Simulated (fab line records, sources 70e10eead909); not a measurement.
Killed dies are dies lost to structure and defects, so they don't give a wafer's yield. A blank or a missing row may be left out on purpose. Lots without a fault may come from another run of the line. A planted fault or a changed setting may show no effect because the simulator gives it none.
A struck lot beside a sound one | flow nand_harc | 13 steps out of a route of 1159
Sound: wafers L805.3, L805.4, L805.5. Struck: wafers L816.2, L816.6. The cause comes at the end.
At each step with rows: each side's tool, then ch and its chambers, then its first start. Under that, the readings that differ: sound wafers | struck wafers | difference of the means | sigmas: that difference in standard deviations of wafers without a fault.
alike: readings whose means differ by less than 2 such deviations, and words and numbers that are the same on both sides. not compared: withheld readings, readings that some wafer has no value for, bounds like >300 that may hide the same value, and numbers for which the record gives no deviation and whose values overlap.
The two part at a step that has a row with sigmas, a row that says differs or no value, or rows on one side only. Numbers that don't overlap but have no deviation are shown without sigmas and don't part them. A reading that every wafer of one side lacks parts them only if that side has two wafers or more.

first, 3 steps without rows for these wafers: NHARC_A_STAIRCASE_PEB_07 (peb time 130 s); NHARC_A_STAIRCASE_DEVELOP_08 (time 140 s); NHARC_A_STAIRCASE_HARDBAKE_10 (time 140 s).
NHARC_A_STAIRCASE_DESCUM_11: chemistry O2, time 3 s.
  sound on rie_diel-06 ch 0,3, day 12 00:59; struck on rie_diel-10 ch 3, day 14 04:22
  alike: drypump_motor_current_A, oes_product_au, rf_vpp_V, showerhead_plenum_p_Torr, throttle_valve_pct
  not compared: rf_hours_counter_h
NHARC_A_STAIRCASE_TRIM_12: chemistry O2, time 211.2 s.
  sound on rie_diel-06 ch 1,3, day 12 01:04; struck on rie_diel-10 ch 2,3, day 14 04:28
  reading                | sound                | struck        | difference | sigmas
  oes_product_au (a.u.)  | 1.021 1.020 1.018    | 0.994 0.983   | -0.031     | -3
  throttle_valve_pct (%) | 17.030 17.038 17.026 | 17.052 17.051 | +0.020     | +2
  alike: drypump_motor_current_A, rf_vpp_V, showerhead_plenum_p_Torr
  not compared: rf_hours_counter_h
NHARC_A_STAIRCASE_ETCH_13: etches the open film in C4F8/O2, target depth 100 nm, time 40.5 s.
  sound on rie_diel-06 ch 0,3; struck on rie_diel-10 ch 0,3
  alike: oes_product_au, rf_vpp_V, run_length_s
  not compared: rf_hours_counter_h
then, 1 step without rows for these wafers: NHARC_A_STAIRCASE_TRIM_14 (chemistry O2, time 211.2 s).
NHARC_A_STAIRCASE_ETCH_15: etches the open film in C4F8/O2, target depth 100 nm, time 40.5 s.
  sound on rie_diel-06 ch 1,3; struck on rie_diel-10 ch 3
  reading      | sound       | struck  | difference | sigmas
  rf_vpp_V (V) | 905 902 902 | 886 886 | -17        | -3
  alike: oes_product_au, run_length_s
  not compared: rf_hours_counter_h
then, 2 steps without rows for these wafers: NHARC_A_STAIRCASE_TRIM_16 (chemistry O2, time 211.2 s); NHARC_A_STAIRCASE_ETCH_17 (etches the open film in C4F8/O2, target depth 100 nm, time 40.5 s).
NHARC_A_STAIRCASE_TRIM_18: chemistry O2, time 211.2 s.
  sound on rie_diel-06 ch 0,2; struck on rie_diel-10 ch 0,2
  alike: drypump_motor_current_A, oes_product_au, rf_vpp_V, showerhead_plenum_p_Torr, throttle_valve_pct
  not compared: rf_hours_counter_h
NHARC_A_STAIRCASE_ETCH_19: etches the open film in C4F8/O2, target depth 100 nm, time 40.5 s.
  sound on rie_diel-06 ch 1,2,3, day 12 02:11; struck on rie_diel-10 ch 2,3, day 14 05:24
  reading          | sound          | struck    | difference | sigmas
  run_length_s (s) | 61.7 61.5 62.2 | 54.2 55.0 | -7.2       | -16
  alike: oes_product_au, rf_vpp_V
  not compared: rf_hours_counter_h
then, 1 step without rows for these wafers: NHARC_END_SORT_01.

WHERE THEY PART
First at NHARC_A_STAIRCASE_TRIM_12; last, within this record, at NHARC_A_STAIRCASE_ETCH_19.

WHY: what the simulator had put in
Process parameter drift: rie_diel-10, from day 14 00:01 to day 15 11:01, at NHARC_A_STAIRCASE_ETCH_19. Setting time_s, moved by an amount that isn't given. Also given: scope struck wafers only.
